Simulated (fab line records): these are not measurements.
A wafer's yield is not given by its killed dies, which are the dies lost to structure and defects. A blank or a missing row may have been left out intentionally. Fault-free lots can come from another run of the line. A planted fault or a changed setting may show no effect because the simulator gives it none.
fab line records | flow n5Finfet | part 2 of 2: steps 14 to 20 of 20
record lots=5 | wafers=15 | lastDay=17
route steps=1938 shown BEOL_M0_SAQP@661
lots with no fault: from the same line, run without faults
startH: hours from the record's first day to the start of the lot's first wafer shown | waitH: hours elapsed since this lot's preceding step | " identical to the entry in the row above | L1.1+2: several wafers, shown together as one row | - value missing, or start not given | * or withheld: withheld | < > ~ a bound
route shown NAME@n: names a module that has steps shown in the file, with the first one's number in the route | usual: mean and standard deviation over wafers with no fault | same: alike in all rows | chamber/n: place in a boat | sites: per-site readings | _std_site: their standard deviation | _edge_site: the outer-site mean with the inner-site mean subtracted | radiusMm: how far each site lies from the wafer's centre | mask NAME#n: copy n | behind: the tool/chamber that last shaped the wafer | hold: why the lot was held/for how many hours/how that ended | device: transistor that didn't switch, given as n, p or np | end of line: the tests these same wafers got at the end of their route | a step without rows: its recipe alone | killed: count of dies lost to structure and defects at first sort (not the wafer's yield) | map: shows each die of a wafer: x if killed, . if not, _ if none is there
set.NAME: the setting that was run; set.NAME@STEP: the one run at that earlier step | model.NAME: the simulator's own value behind a step, which no gauge read
lots at selected steps of the route; one table per step, one row per wafer
services: from which hour (startH, from the record's first day; less than 0 if before it) a tool's chamber was out of use, for how many hours, and why
## steps
# step N5_BEOL_M0_SAQP_STRIP_108
# recipe chemistry=N2/H2 | powerW=500 | tempC=40 | pressureMtorr=50 | rfFrequencyHz=6e+07 | overashFraction=0.3 | biasPowerW=28 | h2Frac=0.5 | n2FlowSccm=300 | h2FlowSccm=300
# usual chamberPressureMTorr=49.99/0.11 | drypumpMotorCurrentA=5.8/0.49 | h2FlowSccm=300.0/0.92 | n2FlowSccm=300.0/0.87 | oesProductAu=0.75/0.062 | rfFwdPowerW=492/3.3 | rfVppV=122.0/0.96 | showerheadPlenumPTorr=3.39/0.13 | throttleValvePct=19.2/0.32
lot.wafer | tool       | chamber | startH | waitH | chamberPressureMTorr | drypumpMotorCurrentA | h2FlowSccm | n2FlowSccm | oesProductAu | rfFwdPowerW | rfHoursCounterH | rfVppV | showerheadPlenumPTorr | throttleValvePct
L080.1    | rieDiel-06 | 2       | 148.34 | 0.0   | 50.04                | 5.9                  | 300.9      | 299.8      | 0.69         | 491         | 231             | 123.1  | 3.46                  | 19.3
L080.2    | "          | 0       | "      | "     | 49.94                | 4.9                  | 300.7      | 301.0      | 0.91         | 495         | 31              | 121.8  | 3.43                  | 19.6
L080.6    | "          | 0       | "      | "     | 49.96                | 4.9                  | 300.9      | 299.7      | 0.91         | 495         | -               | 122.2  | 3.43                  | 19.6
L082.1    | rieDiel-02 | 2       | 162.10 | 0.0   | 50.01                | 5.3                  | 299.1      | 298.5      | 0.77         | 494         | 130             | 122.7  | 3.50                  | 18.9
L082.4    | "          | 0       | "      | "     | 50.07                | 6.2                  | 301.3      | 299.4      | 0.73         | 497         | -               | 121.2  | 3.21                  | 19.1
L082.5    | "          | 1       | "      | "     | 49.94                | 5.5                  | 300.5      | 299.3      | 0.75         | 490         | -               | 122.1  | 3.48                  | 19.3
L088.1    | rieDiel-06 | 3       | 190.75 | 0.0   | 49.96                | 5.7                  | 299.8      | 300.5      | 0.70         | 487         | 220             | 121.5  | 3.46                  | 19.7
L088.4    | "          | 1       | "      | "     | 50.00                | 5.4                  | 301.2      | 300.4      | 0.71         | 491         | 206             | 120.5  | 3.32                  | 19.0
L088.6    | "          | 1       | "      | "     | 50.01                | 5.3                  | 300.9      | 300.2      | 0.71         | 493         | -               | 121.1  | 3.31                  | 19.0
L091.1    | rieDiel-05 | 0       | 213.60 | 0.0   | 49.95                | 5.5                  | 299.3      | 301.2      | 0.75         | 493         | 181             | 121.8  | 3.49                  | 18.8
L091.3    | "          | 3       | "      | "     | 49.97                | 6.6                  | 299.7      | 299.0      | 0.74         | 486         | 184             | 122.3  | 3.46                  | 19.7
L091.5    | "          | 2       | "      | "     | 49.92                | 6.1                  | 299.4      | 299.4      | 0.70         | 494         | -               | 121.6  | 3.46                  | 18.9
L095.1    | rieDiel-05 | 1       | 235.30 | 0.0   | 50.01                | 6.2                  | 299.9      | 300.6      | 0.76         | 488         | 135             | 121.8  | 3.11                  | 19.1
L095.5    | "          | 1       | "      | "     | 49.98                | 6.2                  | 300.6      | 299.0      | 0.77         | 487         | -               | 121.7  | 3.11                  | 19.1
L095.6    | "          | 2       | "      | "     | 50.04                | 6.1                  | 298.6      | 299.7      | 0.70         | 491         | -               | 122.4  | 3.45                  | 19.0
# step N5_BEOL_M0_SAQP_RECESS_109
# recipe chemistry=HF/NH3 | target=SiO2 | targetDepthA=30 | afsCycles=1 | tempC=30 | sublimationTempC=180 | sublimationTimeS=60
# usual drypumpMotorCurrentA=5.74/0.29
lot.wafer | tool         | chamber | startH | waitH | drypumpMotorCurrentA
L080.1    | vaporEtch-01 | 0       | 148.40 | 0.0   | 5.31
L080.2    | "            | 1       | "      | "     | 5.66
L080.6    | "            | 1       | "      | "     | 5.65
L082.1    | vaporEtch-02 | 1       | 162.16 | 0.0   | 5.97
L082.4    | "            | 0       | "      | "     | 6.06
L082.5    | "            | 1       | "      | "     | 5.93
L088.1    | vaporEtch-01 | 1       | 191.10 | 0.3   | 5.64
L088.4    | "            | 1       | "      | "     | 5.64
L088.6    | "            | 0       | "      | "     | 5.33
L091.1    | vaporEtch-01 | 1       | 213.67 | 0.0   | 5.64
L091.3    | "            | 0       | "      | "     | 5.33
L091.5    | "            | 0       | "      | "     | 5.33
L095.1    | vaporEtch-02 | 0       | 235.36 | 0.0   | 6.03
L095.5    | "            | 1       | "      | "     | 5.94
L095.6    | "            | 0       | "      | "     | 6.03
# step N5_BEOL_M0_SAQP_SPACER2_ALD_26
# recipe material=SiO2 | targetThkA=150 | tempC=300 | aldPrecursorFamily=BDEAS | aldCoReactant=O2-plasma | pulseTimeS=1 | purgeTimeS=2 | coReactantPurgeTimeS=2 | pressureTorr=2
# usual heaterPowerW=464/56 | precursorPulseHeightRel=1.001/0.018
lot.wafer | tool      | chamber | startH | waitH | heaterPowerW | precursorPulseHeightRel
L080.1    | aldSin-04 | 0       | 148.54 | 0.1   | 514          | 1.001
L080.2    | "         | 3       | "      | "     | 520          | 1.017
L080.6    | "         | 0       | "      | "     | 512          | 1.027
L082.1    | aldSin-01 | 0       | 162.31 | 0.1   | 472          | 0.996
L082.4    | "         | 2       | "      | "     | 376          | 1.011
L082.5    | "         | 1       | "      | "     | 463          | 0.967
L088.1    | aldSin-01 | 2       | 193.30 | 2.2   | 382          | 0.998
L088.4    | "         | 3       | "      | "     | 476          | 1.023
L088.6    | "         | 3       | "      | "     | 472          | 0.995
L091.1    | aldSin-03 | 3       | 214.45 | 0.7   | 546          | 0.978
L091.3    | "         | 0       | "      | "     | 575          | 1.018
L091.5    | "         | 3       | "      | "     | 545          | 1.013
L095.1    | aldSin-01 | 1       | 235.50 | 0.1   | 448          | 0.984
L095.5    | "         | 2       | "      | "     | 387          | 1.001
L095.6    | "         | 3       | "      | "     | 463          | 0.994
# step N5_BEOL_M0_SAQP_SPACER2_ETCHBACK_27
# recipe chemistry=CHF3/O2 | mode=anisotropicEtchback | target=SiO2 | targetDepthA=225 | timeS=11.25 | pressureMtorr=30 | sourceW=650 | biasW=170 | Ar_flow_sccm=200 | CHF3_flow_sccm=50 | O2_flow_sccm=5 | ionEnergyEv=200
# usual chamberPressureMTorr=30.001/0.029 | drypumpMotorCurrentA=5.8/0.48 | oesProductAu=0.75/0.068 | rfFwdPowerW=646.0/2.5 | rfVppV=522/5 | showerheadPlenumPTorr=2.44/0.086 | throttleValvePct=19.05/0.17
lot.wafer | tool       | chamber | startH | waitH | chamberPressureMTorr | drypumpMotorCurrentA | oesProductAu | rfFwdPowerW | rfHoursCounterH | rfVppV | showerheadPlenumPTorr | throttleValvePct
L080.1    | rieDiel-06 | 3       | 149.11 | 0.3   | 30.071               | 5.7                  | 0.71         | 647.1       | 209             | 517    | 2.49                  | 19.27
L080.2    | "          | 1       | "      | "     | 30.040               | 5.4                  | 0.72         | 647.6       | 193             | 521    | 2.39                  | 19.06
L080.6    | "          | 3       | "      | "     | 30.023               | 5.7                  | 0.71         | 643.7       | -               | 515    | 2.49                  | 19.28
L082.1    | rieDiel-05 | 1       | 162.86 | 0.3   | 30.057               | 6.2                  | 0.79         | 641.0       | 113             | 520    | 2.24                  | 19.13
L082.4    | "          | 2       | "      | "     | 29.997               | 6.1                  | 0.72         | 649.1       | 211             | 526    | 2.47                  | 18.94
L082.5    | "          | 2       | "      | "     | 29.987               | 6.1                  | 0.71         | 646.1       | -               | 526    | 2.47                  | 18.92
L088.1    | rieDiel-02 | 1       | 193.95 | 0.4   | 30.030               | 5.5                  | 0.74         | 646.1       | 194             | 531    | 2.49                  | 18.80
L088.4    | "          | 3       | "      | "     | 29.972               | 6.2                  | 0.95         | 645.2       | 6               | 530    | 2.57                  | 18.60
L088.6    | "          | 2       | "      | "     | 30.008               | 5.3                  | 0.76         | 644.5       | -               | 522    | 2.50                  | 19.01
L091.1    | rieDiel-02 | 1       | 215.20 | 0.5   | 29.993               | 5.4                  | 0.74         | 647.1       | 201             | 532    | 2.49                  | 18.80
L091.3    | "          | 0       | "      | "     | 30.002               | 6.1                  | 0.72         | 650.1       | 190             | 513    | 2.29                  | 19.05
L091.5    | "          | 0       | "      | "     | 30.016               | 6.2                  | 0.72         | 652.8       | -               | 515    | 2.29                  | 19.06
L095.1    | rieDiel-05 | 1       | 236.05 | 0.3   | 30.008               | 6.2                  | 0.78         | 641.0       | 136             | 519    | 2.24                  | 19.16
L095.5    | "          | 2       | "      | "     | 30.015               | 6.1                  | 0.70         | 646.5       | -               | 525    | 2.47                  | 18.96
L095.6    | "          | 3       | "      | "     | 30.016               | 6.6                  | 0.73         | 643.0       | -               | 521    | 2.49                  | 19.34
# step N5_BEOL_M0_SAQP_MANDREL2_REMOVE_110
# recipe chemistry=HBr/Cl2/O2 | btTimeS=10 | target=a-Si | stopOn=SiCN | endpoint=OES-SiCl | overEtchFrac=1 | icpW=600 | biasW=30 | HBr_flow_sccm=150 | Cl2_flow_sccm=80 | O2_flow_sccm=5 | pressureMtorr=10
# usual chamberPressureMTorr=10.001/0.0088 | drypumpMotorCurrentA=5.9/0.41 | oesProductAu=1.008/0.016 | rfFwdPowerW=596.8/1.9 | throttleValvePct=36.70/0.26
lot.wafer | tool     | chamber | startH | waitH | chamberPressureMTorr | drypumpMotorCurrentA | oesProductAu | rfFwdPowerW | rfHoursCounterH | throttleValvePct
L080.1    | rieSi-02 | 0       | 149.20 | 0.1   | 9.987                | 6.0                  | 1.021        | 596.2       | 9               | 36.96
L080.2    | "        | 2       | "      | "     | 10.012               | 6.0                  | 0.997        | 593.8       | 189             | 36.63
L080.6    | "        | 1       | "      | "     | 9.999                | 6.0                  | 1.008        | 598.3       | -               | 36.96
L082.1    | rieSi-02 | 3       | 162.94 | 0.1   | 9.994                | 6.2                  | 0.987        | 596.6       | 56              | 36.48
L082.4    | "        | 3       | "      | "     | 10.013               | 6.1                  | 0.985        | 595.0       | -               | 36.49
L082.5    | "        | 0       | "      | "     | 9.995                | 6.1                  | 1.027        | 595.7       | -               | 36.95
L088.1    | rieSi-02 | 0       | 194.04 | 0.1   | 10.006               | 6.0                  | 1.020        | 600.1       | 10              | 36.95
L088.4    | "        | 1       | "      | "     | 10.008               | 6.0                  | 1.013        | 596.7       | 0               | 36.99
L088.6    | "        | 2       | "      | "     | 10.005               | 6.1                  | 1.002        | 596.4       | -               | 36.61
L091.1    | rieSi-05 | 2       | 215.29 | 0.1   | 10.000               | 5.4                  | 1.024        | 598.5       | 173             | 37.11
L091.3    | "        | 0       | "      | "     | 10.001               | 6.4                  | 1.003        | 598.0       | 8               | 36.69
L091.5    | "        | 3       | "      | "     | 10.021               | 6.2                  | 0.998        | 596.4       | -               | 36.52
L095.1    | rieSi-05 | 3       | 236.14 | 0.1   | 9.982                | 6.2                  | 0.997        | 601.1       | 1               | 36.51
L095.5    | "        | 1       | "      | "     | 10.008               | 5.7                  | 1.030        | 595.6       | -               | 36.65
L095.6    | "        | 0       | "      | "     | 10.008               | 6.4                  | 0.994        | 594.3       | -               | 36.67
# step N5_BEOL_M0_SAQP_CD_MEAS_29
# recipe targetCdNm=14.4 | landingEnergyEv=1000 | detector=seInlens
# usual cdNm=14.98/0.21
lot.wafer | tool     | chamber | startH | waitH | cdNm
L080.1    | cdSem-03 | 0       | 149.31 | 0.1   | 15.23
L080.2    | "        | 0       | "      | "     | 15.00
L080.6    | "        | 0       | "      | "     | 15.03
L082.1    | cdSem-01 | 0       | 163.05 | 0.1   | 15.13
L082.4    | "        | 0       | "      | "     | 15.40
L082.5    | "        | 0       | "      | "     | 14.87
L088.1    | cdSem-01 | 0       | 194.15 | 0.1   | 14.90
L088.4    | "        | 0       | "      | "     | 15.03
L088.6    | "        | 0       | "      | "     | 14.94
L091.1    | cdSem-02 | 0       | 215.40 | 0.1   | 14.90
L091.3    | "        | 0       | "      | "     | 15.23
L091.5    | "        | 0       | "      | "     | 15.07
L095.1    | cdSem-02 | 0       | 236.25 | 0.1   | 15.45
L095.5    | "        | 0       | "      | "     | 15.14
L095.6    | "        | 0       | "      | "     | 14.87
# step N5_BEOL_M0_SAQP_COAT_69
# recipe resist=SOC | tempC=250 | timeS=60 | spinRpm=1500 | resistThkNm=90
# usual resistLineTempC=22.98/0.1
lot.wafer | tool          | chamber | startH | waitH | resistLineTempC
L080.1    | lithoTrack-02 | 0       | 149.35 | 0.0   | 23.00
L080.2    | "             | 0       | "      | "     | 23.03
L080.6    | "             | 0       | "      | "     | 22.90
L082.1    | lithoTrack-04 | 0       | 163.09 | 0.0   | 22.82
L082.4    | "             | 0       | "      | "     | 23.06
L082.5    | "             | 0       | "      | "     | 22.85
L088.1    | lithoTrack-04 | 0       | 194.19 | 0.0   | 22.99
L088.4    | "             | 0       | "      | "     | 22.93
L088.6    | "             | 0       | "      | "     | 23.11
L091.1    | lithoTrack-05 | 0       | 215.43 | 0.0   | 23.03
L091.3    | "             | 0       | "      | "     | 23.01
L091.5    | "             | 0       | "      | "     | 23.00
L095.1    | lithoTrack-05 | 0       | 236.29 | 0.0   | 23.12
L095.5    | "             | 0       | "      | "     | 23.04
L095.6    | "             | 0       | "      | "     | 22.87
## services
tool        | chamber | startH | hours | kind
rieDiel-02  | -       | 146.70 | 2.8   | pm
rieSi-02    | 1       | 154.67 | -     | clean
rieSi-02    | 1       | 154.67 | -     | consumableReplace:esc
rieSi-02    | 1       | 154.67 | 25.2  | scheduledDown
rieSi-02    | 1       | 154.67 | 25.2  | ventCycle
rieDiel-02  | 3       | 157.07 | -     | clean
rieDiel-02  | 3       | 157.07 | -     | consumableReplace:focusRing
rieDiel-02  | 3       | 157.07 | -     | consumableReplace:showerhead
rieDiel-02  | 3       | 157.07 | 15.7  | scheduledDown
rieDiel-02  | 3       | 157.07 | 15.7  | ventCycle
aldSin-01   | 3       | 159.27 | 3.1   | repair
aldSin-04   | -       | 179.10 | 14.0  | pm
rieDiel-02  | 0       | 180.05 | 2.6   | repair
wetBench-01 | -       | 182.85 | 4.4   | pm
aldSin-03   | -       | 191.82 | 6.1   | pm
rieSi-02    | 2       | 199.85 | -     | clean
rieSi-02    | 2       | 199.85 | 18.8  | scheduledDown
rieSi-02    | 2       | 199.85 | 18.8  | ventCycle
rieSi-03    | 2       | 204.03 | 6.0   | repair
aldSin-01   | 2       | 208.67 | 6.7   | repair
rieDiel-06  | 2       | 212.43 | -     | clean
rieSi-05    | 1       | 217.68 | 13.1  | repair
rieSi-02    | 0       | 218.76 | 16.0  | repair
aldSin-04   | -       | 230.09 | 14.6  | pm
